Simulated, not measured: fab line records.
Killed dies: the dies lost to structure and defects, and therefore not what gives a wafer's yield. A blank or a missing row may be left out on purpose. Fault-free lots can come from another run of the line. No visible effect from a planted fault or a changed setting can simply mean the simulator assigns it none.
fab line records    flow n5_finfet
record: lots: 7  wafers: 21
route steps=1938 shown BEOL_M5@1118 BEOL_M6@1198 BEOL_M7@1263 BEOL_M8@1332
start_h: hours from the record's opening day to when the first of the lot's shown wafers began    wait_h: hours since the lot's step before    " repeats the value in the row above    L1.1+2: several wafers, shown together as one row    - either no value or no given start    * or withheld: withheld    < > ~ a bound
route shown NAME@n: a module of which the file shows steps, and the number in the route of the first    usual: mean/standard deviation taken from wafers without a fault    same: alike in all rows    chamber/n: place in a boat    sites: per-site readings    _std_site: the standard deviation of these    _edge_site: the outer-site mean with the inner-site mean subtracted    radius_mm: how far each site lies from the wafer's centre    mask NAME#n: copy n    behind: the tool/chamber that last shaped the wafer    hold: cause of the lot's hold/its duration in hours/its outcome    device: the n, p or np transistor that did not switch    end of line: the route-end tests of the same wafers    a step without rows: its recipe alone    killed: count of dies lost to structure and defects at first sort (not the wafer's yield)    map: the dies of a wafer, with x for killed, . for not killed, _ for no die there
set.NAME: the setting the step ran with; set.NAME@STEP: the setting that earlier step ran with    model.NAME: the simulator's own value behind a step, which no gauge read
one table per step and one row per wafer, for lots whose settings were changed on purpose
== steps ==
step: N5_BEOL_M5_COAT_60
recipe: resist: SiARC  temp_c: 220  time_s: 60  spin_rpm: 1500  resist_thk_nm: 12
lot.wafer   tool            chamber  start_h  wait_h  set.spin_rpm  model.SiARC_of_BEOL_M5_COAT_60.thk_nm
L081.3+4+5  litho_track-02  0        -        -       1500          12
L082.1+5    litho_track-02  0        -        -       1385          12.4
L082.2      "               0        "        "       1500          12
L091.2+5+6  litho_track-04  0        -        -       1500          12
L087.3+5    litho_track-02  0        -        -       1500          12
L087.4      "               0        "        "       1617          11.6
L089.2+4+6  litho_track-04  0        -        -       1361          12.6
L093.1+3+5  litho_track-02  0        -        -       1500          12
L097.1+5+6  litho_track-04  0        -        -       1500          12
step: N5_BEOL_M5_COAT_71
recipe: resist: underlayer  temp_c: 205  time_s: 60  spin_rpm: 1500  resist_thk_nm: 5
step: N5_BEOL_M5_COAT_05
recipe: resist: CAR-EUV  spin_rpm: 1500  resist_thk_nm: 30
step: N5_BEOL_M5_DESCUM_16
recipe: chemistry: O2  time_s: 7  source_power_w: 50  bias_power_w: 20  pressure_mtorr: 20  rf_frequency_hz: 2.712e+07  temp_c: 40  resist: CAR-EUV  o2_flow_sccm: 225
step: N5_BEOL_M5_ETCH_72
recipe: chemistry: N2/H2  target: underlayer  target_depth_a: 65  mask_material: CAR-EUV  time_s: 5.2  ion_energy_ev: 200  pressure_mtorr: 30  source_w: 840  bias_w: 150  n2_flow_sccm: 200  h2_flow_sccm: 200  ends: cleared
step: N5_BEOL_M5_ETCH_61
recipe: chemistry: CF4  target: SiARC  target_depth_a: 156  mask_material: CAR-EUV  time_s: 26  ion_energy_ev: 80  pressure_mtorr: 40  source_w: 545  bias_w: 36  Ar_flow_sccm: 100  cf4_flow_sccm: 100  ends: cleared
lot.wafer  tool         chamber  start_h  wait_h  set.spin_rpm@BEOL_M5_COAT_60  model.etch.depth_nm
L081.3     rie_diel-04  0        391.39   0.0     1500                          11.96
L081.4     "            2        "        "       1500                          12
L081.5     "            2        "        "       1500                          11.99
L082.1     rie_diel-05  0        393.86   0.0     1385                          12.48
L082.2     "            2        "        "       1500                          11.99
L082.5     "            2        "        "       1385                          12.5
L091.2     rie_diel-05  0        403.54   0.0     1500                          12.05
L091.5     "            3        "        "       1500                          12.06
L091.6     "            2        "        "       1500                          12.03
L087.3     rie_diel-04  3        403.75   0.0     1500                          12.01
L087.4     "            1        "        "       1617                          11.59
L087.5     "            3        "        "       1500                          11.99
L089.2     rie_diel-05  0        418.15   0.0     1361                          12.6
L089.4     "            3        "        "       1361                          12.57
L089.6     "            0        "        "       1361                          12.63
L093.1     rie_diel-04  0        438.07   0.0     1500                          11.99
L093.3+5   "            2        "        "       1500                          12
L097.1     rie_diel-04  2        473.08   0.0     1500                          12.02
L097.5     "            2        "        "       1500                          12.06
L097.6     "            1        "        "       1500                          12.04
step: N5_BEOL_M5_ETCH_62
recipe: chemistry: N2/H2  target: SOC  target_depth_a: 750  overetch_a: 150  mask_material: SiARC  temp_c: 40  time_s: 112.5  ion_energy_ev: 200  pressure_mtorr: 30  source_w: 840  bias_w: 150  n2_flow_sccm: 200  h2_flow_sccm: 200
lot.wafer  tool         chamber  start_h  wait_h  set.spin_rpm@BEOL_M5_COAT_60  model.SiARC_of_BEOL_M5_COAT_60.thk_nm
L081.3     rie_diel-04  0        391.41   0.0     1500                          7
L081.4+5   "            2        "        "       1500                          6.8
L082.1     rie_diel-05  0        393.89   0.0     1385                          7.6
L082.2     "            2        "        "       1500                          6.8
L082.5     "            2        "        "       1385                          7.4
L091.2+5   rie_diel-05  0,3      403.57   0.0     1500                          7
L091.6     "            2        "        "       1500                          6.8
L087.3+5   rie_diel-04  3        403.78   0.0     1500                          6.8
L087.4     "            1        "        "       1617                          6
L089.2+6   rie_diel-05  0        418.18   0.0     1361                          7.6
L089.4     "            3        "        "       1361                          7.4
L093.1     rie_diel-04  0        438.10   0.0     1500                          7
L093.3+5   "            2        "        "       1500                          6.8
L097.1+5   rie_diel-04  2        473.11   0.0     1500                          6.8
L097.6     "            1        "        "       1500                          6.6
step: N5_BEOL_M6_HM_DEP_02
recipe: material: TiN  target_thk_a: 200  temp_c: 25  chamber_pressure_pa: 0.49996
lot.wafer  tool            chamber  start_h  wait_h  set.target_thk_a  model.TiN_of_BEOL_M6_HM_DEP_02.thk_nm
L081.3     pvd_sputter-02  -        402.65   2.2     200               20
L081.4     "               -        "        "       200               19.6
L081.5     "               -        "        "       200               19.8
L082.1     pvd_sputter-02  -        412.75   4.0     200               19.6
L082.2     "               -        "        "       184               18.2
L082.5     "               -        "        "       184               18
L087.3     pvd_sputter-02  -        413.79   0.2     187.4             19
L087.4     "               -        "        "       187.4             18.4
L087.5     "               -        "        "       200               20.2
L091.2     pvd_sputter-01  -        416.89   1.2     219.3             22
L091.5     "               -        "        "       200               19.8
L091.6     "               -        "        "       219.3             21.6
L089.2     pvd_sputter-03  -        429.85   0.6     200               19.8
L089.4     "               -        "        "       200               19.6
L089.6     "               -        "        "       189.2             18.6
L093.1     pvd_sputter-03  -        451.66   1.2     200               20.6
L093.3     "               -        "        "       200               20
L093.5     "               -        "        "       200               20.4
L097.1     pvd_sputter-03  -        483.64   0.8     217.9             21.8
L097.5     "               -        "        "       200               19.8
L097.6     "               -        "        "       217.9             22
step: N5_BEOL_M6_COAT_59
recipe: resist: SOC  temp_c: 250  time_s: 60  spin_rpm: 1500  resist_thk_nm: 100
step: N5_BEOL_M6_COAT_60
recipe: resist: SiARC  temp_c: 220  time_s: 60  spin_rpm: 1500  resist_thk_nm: 35
step: N5_BEOL_M6_STRIP_68
recipe: chemistry: N2/H2  temp_c: 40  n2_flow_sccm: 200  h2_flow_sccm: 200  rf_frequency_hz: 6e+07
step: N5_BEOL_M6_STRIP_67
recipe: chemistry: CF4  resist: SiARC  power_w: 300  bias_power_w: 75  pressure_mtorr: 50  cf4_flow_sccm: 150  rf_frequency_hz: 6e+07
step: N5_BEOL_M6_HM_OPEN_17
recipe: chemistry: Cl2/BCl3  target_depth_a: 200  overetch_a: 60  target: TiN  mask_material: SOC  ion_energy_ev: 150  pressure_mtorr: 10  icp_w: 1000  bias_w: 126  Cl2_flow_sccm: 53.25  bcl3_flow_sccm: 21.75  Ar_flow_sccm: 25
lot.wafer  tool          chamber  start_h  wait_h  set.target_thk_a@BEOL_M6_HM_DEP_02  model.etch.depth_nm
L081.3     rie_metal-01  0        404.14   0.1     200                                 20.03
L081.4     "             1        "        "       200                                 19.58
L081.5     "             0        "        "       200                                 19.81
L082.1     rie_metal-02  1        413.62   0.0     200                                 19.69
L082.2     "             0        "        "       184                                 18.27
L082.5     "             1        "        "       184                                 18.01
L087.3     rie_metal-03  0        414.69   0.1     187.4                               19.04
L087.4     "             1        "        "       187.4                               18.49
L087.5     "             1        "        "       200                                 20.24
L091.2     rie_metal-03  1        417.79   0.0     219.3                               22
L091.5     "             1        "        "       200                                 19.82
L091.6     "             0        "        "       219.3                               21.66
L089.2     rie_metal-03  0        431.40   0.1     200                                 19.72
L089.4     "             0        "        "       200                                 19.63
L089.6     "             0        "        "       189.2                               18.51
L093.1     rie_metal-03  1        452.61   0.0     200                                 20.58
L093.3     "             0        "        "       200                                 20.1
L093.5     "             0        "        "       200                                 20.43
L097.1     rie_metal-03  0        484.38   0.0     217.9                               21.81
L097.5     "             0        "        "       200                                 19.9
L097.6     "             1        "        "       217.9                               21.96
step: N5_BEOL_M7_ILD_DEP_00
recipe: material: SiCOH_lowk  target_thk_a: 1797.5  temp_c: 300  precursor: DEMS/porogen  pressure_torr: 5  rf_w: 500  time_s: 33.4
lot.wafer  tool      chamber  start_h  wait_h  set.time_s  model.SiCOH_lowk_of_BEOL_M7_ILD_DEP_00.thk_nm
L081.3     pecvd-01  0        413.44   0.1     33.4        180.8
L081.4     "         2        "        "       33.4        181.6
L081.5     "         0        "        "       33.4        179.2
L087.3     pecvd-04  0        422.54   0.0     33.4        179.2
L087.4     "         1        "        "       33.4        182
L087.5     "         0        "        "       33.4        181.6
L082.1     pecvd-03  1        422.62   0.0     33.4        176.2
L082.2     "         2        "        "       33.4        177
L082.5     "         2        "        "       33.4        178.4
L091.2     pecvd-03  0        423.09   0.0     33.4        177.4
L091.5     "         0        "        "       38          205
L091.6     "         1        "        "       38          201.8
L089.2     pecvd-01  2        437.36   0.0     29.1        156.4
L089.4     "         2        "        "       29.1        159
L089.6     "         1        "        "       33.4        180.6
L093.1     pecvd-01  0        459.46   0.0     33.4        176.4
L093.3     "         2        "        "       37.78       199.4
L093.5     "         2        "        "       37.78       203.2
L097.1     pecvd-04  0        489.45   0.0     33.4        179
L097.5     "         1        "        "       36.29       194
L097.6     "         2        "        "       36.29       197.2
step: N5_BEOL_M7_CURE_74
recipe: temp_c: 385  time_s: 240  ambient: He/Ar  material: SiCOH_lowk
lot.wafer  tool        chamber  start_h  wait_h  set.time_s@BEOL_M7_ILD_DEP_00  model.SiCOH_lowk_of_BEOL_M7_ILD_DEP_00.thk_nm
L081.3     uv_cure-02  1        413.66   0.2     33.4                           155.8
L081.4     "           1        "        "       33.4                           156.6
L081.5     "           1        "        "       33.4                           154.6
L087.3     uv_cure-02  2        422.77   0.2     33.4                           154.4
L087.4     "           2        "        "       33.4                           157
L087.5     "           2        "        "       33.4                           156.6
L082.1     uv_cure-02  1        423.09   0.4     33.4                           152
L082.2     "           1        "        "       33.4                           152.6
L082.5     "           1        "        "       33.4                           154
L091.2     uv_cure-02  1        423.65   0.5     33.4                           153
L091.5     "           1        "        "       38                             177.2
L091.6     "           1        "        "       38                             174.2
L089.2     uv_cure-03  2        437.50   0.1     29.1                           134.6
L089.4     "           2        "        "       29.1                           137
L089.6     "           2        "        "       33.4                           155.8
L093.1     uv_cure-02  2        459.52   0.0     33.4                           152.2
L093.3     "           2        "        "       37.78                          172
L093.5     "           2        "        "       37.78                          175.4
L097.1     uv_cure-03  0        489.51   0.0     33.4                           154.4
L097.5     "           0        "        "       36.29                          167.4
L097.6     "           0        "        "       36.29                          170.2
step: N5_BEOL_M7_THK_MEAS_01
recipe: reads: SiCOH_lowk_of_BEOL_M7_ILD_DEP_00
usual: M7_ILD_THK: 154.7/1.8
lot.wafer  tool           chamber  start_h  wait_h  set.time_s@BEOL_M7_ILD_DEP_00  M7_ILD_THK[nm]
L081.3     film_metro-02  -        414.02   0.3     33.4                           155.8
L081.4     "              -        "        "       33.4                           156.6
L081.5     "              -        "        "       33.4                           154.4
L087.3     film_metro-01  -        423.12   0.3     33.4                           154.6
L087.4     "              -        "        "       33.4                           156.8
L087.5     "              -        "        "       33.4                           156.6
L082.1     film_metro-01  -        423.60   0.4     33.4                           151.8
L082.2     "              -        "        "       33.4                           152.4
L082.5     "              -        "        "       33.4                           153.8
L091.2     film_metro-01  -        424.08   0.4     33.4                           153.0
L091.5     "              -        "        "       38                             177.2
L091.6     "              -        "        "       38                             174.2
L089.2     film_metro-02  -        437.94   0.4     29.1                           134.6
L089.4     "              -        "        "       29.1                           136.9
L089.6     "              -        "        "       33.4                           155.7
L093.1     film_metro-02  -        460.04   0.4     33.4                           152.1
L093.3     "              -        "        "       37.78                          172.0
L093.5     "              -        "        "       37.78                          175.5
L097.1     film_metro-01  -        490.02   0.4     33.4                           154.3
L097.5     "              -        "        "       36.29                          167.4
L097.6     "              -        "        "       36.29                          170.1
step: N5_BEOL_M7_COAT_60
recipe: resist: SiARC  temp_c: 220  time_s: 60  spin_rpm: 1500  resist_thk_nm: 35
lot.wafer   tool            chamber  start_h  wait_h  set.spin_rpm  model.SiARC_of_BEOL_M7_COAT_60.thk_nm
L081.3+4+5  litho_track-02  0        -        -       1500          34.8
L087.3+4    litho_track-02  0        -        -       1500          35
L087.5      "               0        "        "       1500          34.8
L082.1+5    litho_track-05  0        -        -       1500          34.8
L082.2      "               0        "        "       1408          36
L091.2      litho_track-02  0        -        -       1454          35.6
L091.5      "               0        "        "       1500          35
L091.6      "               0        "        "       1500          34.8
L089.2+6    litho_track-01  0        -        -       1500          35
L089.4      "               0        "        "       1589          34
L093.1+5    litho_track-05  0        -        -       1500          35
L093.3      "               0        "        "       1500          34.8
L097.1+6    litho_track-01  0        -        -       1500          35
L097.5      "               0        "        "       1443          35.8
step: N5_BEOL_M7_COAT_05
recipe: resist: CAR-ArF  spin_rpm: 1500  resist_thk_nm: 90
step: N5_BEOL_M7_EBR_07
recipe: solvent: PGMEA  ebr_width_mm: 1.5
step: N5_BEOL_M7_DESCUM_16
recipe: chemistry: O2  time_s: 7.9  source_power_w: 50  bias_power_w: 20  pressure_mtorr: 20  rf_frequency_hz: 2.712e+07  temp_c: 40  resist: CAR-ArF  o2_flow_sccm: 225
step: N5_BEOL_M7_ETCH_61
recipe: chemistry: CF4  target: SiARC  target_depth_a: 455  mask_material: CAR-ArF  time_s: 75.8  ion_energy_ev: 80  pressure_mtorr: 40  source_w: 545  bias_w: 36  Ar_flow_sccm: 100  cf4_flow_sccm: 100  ends: cleared
lot.wafer  tool         chamber  start_h  wait_h  set.spin_rpm@BEOL_M7_COAT_60  model.etch.depth_nm  model.CAR-ArF_of_BEOL_M7_COAT_05.thk_nm
L081.3     rie_diel-01  2        416.94   0.0     1500                          34.87                51
L081.4     "            0        "        "       1500                          34.84                51.2
L081.5     "            3        "        "       1500                          34.88                51.4
L087.3     rie_diel-05  3        426.10   0.0     1500                          34.95                50.4
L087.4     "            1        "        "       1500                          34.95                50.6
L087.5     "            3        "        "       1500                          34.83                50.6
L082.1     rie_diel-01  0        426.40   0.0     1500                          34.78                50.8
L082.2     "            3        "        "       1408                          35.96                49.8
L082.5     "            3        "        "       1500                          34.81                50.8
L091.2     rie_diel-04  2        426.56   0.0     1454                          35.51                50
L091.5     "            0        "        "       1500                          35.02                50.4
L091.6     "            1        "        "       1500                          34.89                50.8
L089.2     rie_diel-04  3        438.93   0.0     1500                          35.07                51.4
L089.4     "            0        "        "       1589                          33.93                52.4
L089.6     "            1        "        "       1500                          35.06                51.4
L093.1     rie_diel-05  0        461.51   0.0     1500                          35.04                50.8
L093.3     "            3        "        "       1500                          34.89                50.8
L093.5     "            3        "        "       1500                          34.92                50.6
L097.1     rie_diel-01  1        492.08   0.0     1500                          35.1                 50.6
L097.5     "            0        "        "       1443                          35.8                 50
L097.6     "            1        "        "       1500                          35.06                50.8
step: N5_BEOL_M7_DEP_56
recipe: material: SiCN  target_thk_a: 100  temp_c: withheld  precursor: 3MS/NH3  pressure_torr: 3  rf_w: 202  time_s: 17.5
lot.wafer   tool      chamber  start_h  wait_h  set.time_s  model.SiCN_of_BEOL_M7_DEP_56.thk_nm
L081.3+4+5  pecvd-01  2,0,2    422.70   0.0     17.5        10
L082.1      pecvd-04  1        431.20   0.0     15.07       8.4
L082.2      "         2        "        "       15.07       8.6
L082.5      "         1        "        "       17.5        10
L087.3      pecvd-01  2        431.48   0.0     16.17       8.8
L087.4      "         1        "        "       17.5        10.2
L087.5      "         2        "        "       17.5        9.8
L091.2      pecvd-04  1        431.77   0.0     16.33       9.2
L091.5      "         2        "        "       17.5        10.2
L091.6      "         1        "        "       17.5        10
L089.2+4+6  pecvd-03  1,1,2    443.95   0.0     17.5        10
L093.1      pecvd-03  0        467.88   0.0     17.5        10
L093.3      "         1        "        "       17.5        9.8
L093.5      "         2        "        "       17.5        10.2
L097.1+5    pecvd-01  1        497.98   0.0     17.5        10.2
L097.6      "         2        "        "       17.5        9.8
step: N5_BEOL_M8_ILD_DEP_00
recipe: material: SiCOH_lowk  target_thk_a: 1797.5  temp_c: 300  precursor: DEMS/porogen  pressure_torr: 5  rf_w: 500  time_s: 33.4
lot.wafer  tool      chamber  start_h  wait_h  set.time_s  model.SiCOH_lowk_of_BEOL_M8_ILD_DEP_00.thk_nm
L081.3     pecvd-02  1        422.83   0.0     33.4        178.2
L081.4     "         0        "        "       33.4        181
L081.5     "         2        "        "       33.4        181.2
L082.1     pecvd-04  0        431.33   0.0     37.96       202.2
L082.2     "         1        "        "       37.96       202.6
L082.5     "         0        "        "       33.4        180.4
L087.3     pecvd-02  0        431.61   0.0     33.4        177.4
L087.4     "         1        "        "       33.4        180.8
L087.5     "         0        "        "       31.73       170.4
L091.2     pecvd-02  0        431.90   0.0     33.4        174.6
L091.5     "         0        "        "       36.44       193.8
L091.6     "         1        "        "       33.4        181.8
L089.2     pecvd-01  2        444.09   0.0     31.6        169.6
L089.4     "         0        "        "       33.4        182.8
L089.6     "         1        "        "       31.6        168.6
L093.1     pecvd-01  2        468.01   0.0     36.66       195.4
L093.3     "         1        "        "       33.4        177.8
L093.5     "         2        "        "       36.66       196.4
L097.1     pecvd-02  2        498.13   0.0     33.4        177
L097.5     "         0        "        "       33.4        177.4
L097.6     "         1        "        "       33.4        179
step: N5_BEOL_M8_CURE_74
recipe: temp_c: 385  time_s: 240  ambient: He/Ar  material: SiCOH_lowk
lot.wafer  tool        chamber  start_h  wait_h  set.time_s@BEOL_M8_ILD_DEP_00  model.SiCOH_lowk_of_BEOL_M8_ILD_DEP_00.thk_nm
L081.3     uv_cure-01  0        423.51   0.7     33.4                           153.8
L081.4     "           0        "        "       33.4                           156
L081.5     "           0        "        "       33.4                           156.2
L082.1     uv_cure-01  0        431.39   0.0     37.96                          174.6
L082.2     "           0        "        "       37.96                          175
L082.5     "           0        "        "       33.4                           155.6
L087.3     uv_cure-02  0        431.84   0.2     33.4                           153
L087.4     "           0        "        "       33.4                           156
L087.5     "           0        "        "       31.73                          146.8
L091.2     uv_cure-02  1        432.24   0.3     33.4                           150.4
L091.5     "           1        "        "       36.44                          167.4
L091.6     "           1        "        "       33.4                           156.8
L089.2     uv_cure-01  0        444.23   0.1     31.6                           146.2
L089.4     "           0        "        "       33.4                           157.6
L089.6     "           0        "        "       31.6                           145.2
L093.1     uv_cure-02  1        468.07   0.0     36.66                          168.6
L093.3     "           1        "        "       33.4                           153.4
L093.5     "           1        "        "       36.66                          169.6
L097.1     uv_cure-02  2        498.20   0.0     33.4                           152.6
L097.5     "           2        "        "       33.4                           153
L097.6     "           2        "        "       33.4                           154.4
step: N5_BEOL_M8_THK_MEAS_01
recipe: reads: SiCOH_lowk_of_BEOL_M8_ILD_DEP_00
usual: M8_ILD_THK: 154.3/1.8
lot.wafer  tool           chamber  start_h  wait_h  set.time_s@BEOL_M8_ILD_DEP_00  M8_ILD_THK[nm]
L081.3     film_metro-01  -        424.18   0.5     33.4                           153.7
L081.4     "              -        "        "       33.4                           156.2
L081.5     "              -        "        "       33.4                           156.2
L087.3     film_metro-02  -        432.19   0.3     33.4                           153.0
L087.4     "              -        "        "       33.4                           155.9
L087.5     "              -        "        "       31.73                          146.8
L082.1     film_metro-02  -        432.39   0.8     37.96                          174.4
L082.2     "              -        "        "       37.96                          175.0
L082.5     "              -        "        "       33.4                           155.5
L091.2     film_metro-02  -        432.67   0.4     33.4                           150.3
L091.5     "              -        "        "       36.44                          167.4
L091.6     "              -        "        "       33.4                           156.8
L089.2     film_metro-01  -        444.66   0.4     31.6                           146.1
L089.4     "              -        "        "       33.4                           157.7
L089.6     "              -        "        "       31.6                           145.3
L093.1     film_metro-02  -        468.59   0.4     36.66                          168.5
L093.3     "              -        "        "       33.4                           153.3
L093.5     "              -        "        "       36.66                          169.5
L097.1     film_metro-01  -        498.71   0.4     33.4                           152.6
L097.5     "              -        "        "       33.4                           152.8
L097.6     "              -        "        "       33.4                           154.3
step: N5_BEOL_M8_DESCUM_16
recipe: chemistry: O2  time_s: 7.9  source_power_w: 50  bias_power_w: 20  pressure_mtorr: 20  rf_frequency_hz: 2.712e+07  temp_c: 40  resist: CAR-ArF  o2_flow_sccm: 225
lot.wafer  tool         chamber  start_h  wait_h  set.time_s  model.CAR-ArF_of_BEOL_M8_COAT_05.thk_nm
L081.3     rie_diel-02  3        426.48   0.0     7.9         83.4
L081.4     "            0        "        "       7.9         83.6
L081.5     "            2        "        "       7.9         83.2
L087.3     rie_diel-06  3        434.43   0.1     9.381       82.6
L087.4     "            3        "        "       7.9         83.6
L087.5     "            0        "        "       9.381       82.8
L082.1     rie_diel-03  2        434.87   0.2     7.332       83.4
L082.2+5   "            0,2      "        "       7.9         83.2
L091.2+6   rie_diel-03  2        435.23   0.3     6.692       84.2
L091.5     "            3        "        "       7.9         83.6
L089.2     rie_diel-06  1        449.08   0.1     7.9         83.8
L089.4     "            2        "        "       7.266       84
L089.6     "            1        "        "       7.266       84.2
L093.1+5   rie_diel-06  3,0      470.88   0.0     7.321       83.2
L093.3     "            1        "        "       7.9         82.8
L097.1+5   rie_diel-02  1,0      501.26   0.3     9.548       82.6
L097.6     "            1        "        "       7.9         83.4
== key ==
split: step: N5_BEOL_M5_COAT_60  setting: spin_rpm  stated: 1500  by: wafer
response: step: N5_BEOL_M5_COAT_60  reading: model.SiARC_of_BEOL_M5_COAT_60.thk_nm  change: -0.0517  per: 1%  r: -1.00
response: step: N5_BEOL_M5_ETCH_61  reading: model.etch.depth_nm  change: -0.0586  per: 1%  r: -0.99
response: step: N5_BEOL_M5_ETCH_62  reading: model.SiARC_of_BEOL_M5_COAT_60.thk_nm  change: -0.097  per: 1%  r: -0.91
split: step: N5_BEOL_M6_HM_DEP_02  setting: target_thk_a  stated: 200  by: wafer
response: step: N5_BEOL_M6_HM_DEP_02  reading: model.TiN_of_BEOL_M6_HM_DEP_02.thk_nm  change: +0.214  per: 1%  r: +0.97
response: step: N5_BEOL_M6_HM_OPEN_17  reading: model.etch.depth_nm  change: +0.213  per: 1%  r: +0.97
split: step: N5_BEOL_M7_ILD_DEP_00  setting: time_s  stated: 33.4  by: wafer
response: step: N5_BEOL_M7_ILD_DEP_00  reading: model.SiCOH_lowk_of_BEOL_M7_ILD_DEP_00.thk_nm  change: +1.86  per: 1%  r: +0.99
response: step: N5_BEOL_M7_CURE_74  reading: model.SiCOH_lowk_of_BEOL_M7_ILD_DEP_00.thk_nm  change: +1.62  per: 1%  r: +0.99
response: step: N5_BEOL_M7_THK_MEAS_01  reading: M7_ILD_THK  change: +1.63  per: 1%  r: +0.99
split: step: N5_BEOL_M7_COAT_60  setting: spin_rpm  stated: 1500  by: wafer
response: step: N5_BEOL_M7_COAT_60  reading: model.SiARC_of_BEOL_M7_COAT_60.thk_nm  change: -0.191  per: 1%  r: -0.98
response: step: N5_BEOL_M7_ETCH_61  reading: model.etch.depth_nm  change: -0.19  per: 1%  r: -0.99
response: step: N5_BEOL_M7_ETCH_61  reading: model.CAR-ArF_of_BEOL_M7_COAT_05.thk_nm  change: +0.171  per: 1%  r: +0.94
split: step: N5_BEOL_M7_DEP_56  setting: time_s  stated: 17.5  by: wafer
response: step: N5_BEOL_M7_DEP_56  reading: model.SiCN_of_BEOL_M7_DEP_56.thk_nm  change: +0.122  per: 1%  r: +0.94
split: step: N5_BEOL_M8_ILD_DEP_00  setting: time_s  stated: 33.4  by: wafer
response: step: N5_BEOL_M8_ILD_DEP_00  reading: model.SiCOH_lowk_of_BEOL_M8_ILD_DEP_00.thk_nm  change: +1.76  per: 1%  r: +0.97
response: step: N5_BEOL_M8_CURE_74  reading: model.SiCOH_lowk_of_BEOL_M8_ILD_DEP_00.thk_nm  change: +1.54  per: 1%  r: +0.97
response: step: N5_BEOL_M8_THK_MEAS_01  reading: M8_ILD_THK  change: +1.54  per: 1%  r: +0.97
split: step: N5_BEOL_M8_DESCUM_16  setting: time_s  stated: 7.9  by: wafer
response: step: N5_BEOL_M8_DESCUM_16  reading: model.CAR-ArF_of_BEOL_M8_COAT_05.thk_nm  change: -0.0416  per: 1%  r: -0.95
